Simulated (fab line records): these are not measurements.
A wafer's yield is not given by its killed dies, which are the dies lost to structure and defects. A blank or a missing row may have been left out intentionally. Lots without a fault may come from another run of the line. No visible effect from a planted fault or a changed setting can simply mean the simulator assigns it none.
Chamber matching :: flow n5_finfet :: N5_BEOL_M0_SAQP_PECVD_04 on pecvd-04 has 3 sister chambers
The step deposits a-Si from SiH4/He, target thk 60 nm, time 60.2 s. 6 wafers are shown with their chamber, then 10 later ones without.

== WAFERS, EACH WITH ITS CHAMBER ==
wafer: L083.5
chamber: 0
showerhead_plenum_p_Torr (Torr): 5.66
heater_power_w (W): 558

wafer: L084.6
chamber: 1
showerhead_plenum_p_Torr (Torr): 5.66
heater_power_w (W): 634

wafer: L085.4
chamber: 0
showerhead_plenum_p_Torr (Torr): 5.65
heater_power_w (W): 598

wafer: L085.6
chamber: 2
showerhead_plenum_p_Torr (Torr): 5.60
heater_power_w (W): 676

wafer: L088.1
chamber: 1
showerhead_plenum_p_Torr (Torr): 5.67
heater_power_w (W): 701

wafer: L088.2
chamber: 2
showerhead_plenum_p_Torr (Torr): 5.62
heater_power_w (W): 662

== WAFERS MISSING THEIR CHAMBER ==
wafer: L088.4
showerhead_plenum_p_Torr (Torr): 5.66
heater_power_w (W): 705

wafer: L093.2
showerhead_plenum_p_Torr (Torr): 5.67
heater_power_w (W): 666

wafer: L093.3
showerhead_plenum_p_Torr (Torr): 5.60
heater_power_w (W): 668

wafer: L093.4
showerhead_plenum_p_Torr (Torr): 5.64
heater_power_w (W): 562

wafer: L094.1
showerhead_plenum_p_Torr (Torr): 5.59
heater_power_w (W): 643

wafer: L094.4
showerhead_plenum_p_Torr (Torr): 5.67
heater_power_w (W): 602

wafer: L094.5
showerhead_plenum_p_Torr (Torr): 5.66
heater_power_w (W): 573

wafer: L095.2
showerhead_plenum_p_Torr (Torr): 5.66
heater_power_w (W): 711

wafer: L095.4
showerhead_plenum_p_Torr (Torr): 5.68
heater_power_w (W): 679

wafer: L095.6
showerhead_plenum_p_Torr (Torr): 5.67
heater_power_w (W): 688

== CHAMBER TAKEN BY EACH ==
wafer: L088.4
from the rows above: 1
in truth: 1

wafer: L093.2
from the rows above: 1
in truth: 1

wafer: L093.3
from the rows above: 2
in truth: 2

wafer: L093.4
from the rows above: 0
in truth: 0

wafer: L094.1
from the rows above: 2
in truth: 2

wafer: L094.4
from the rows above: can't be placed: 0 or 1
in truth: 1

wafer: L094.5
from the rows above: 0
in truth: 0

wafer: L095.2
from the rows above: 1
in truth: 1

wafer: L095.4
from the rows above: 1
in truth: 1

wafer: L095.6
from the rows above: 1
in truth: 1
Correctly placed: 9 of 10. From these rows, 1 cannot be placed; in 1 the true chamber is one of the candidates. Placed wrongly: 0.
How it was worked out, from the rows above alone: a wafer's distance from a chamber is the root of the sum, over the readings, of the square of ((its reading less the chamber's mean) divided by the reading's scatter). If the next closest chamber is less than 2 further off than the closest, the wafer can't be placed; otherwise it belongs to the closest. A chamber's mean is the mean of its shown wafers. The scatter is the square root of a quotient: the sum, over the shown wafers, of each reading's squared deviation from its chamber's mean, divided by wafers minus chambers.
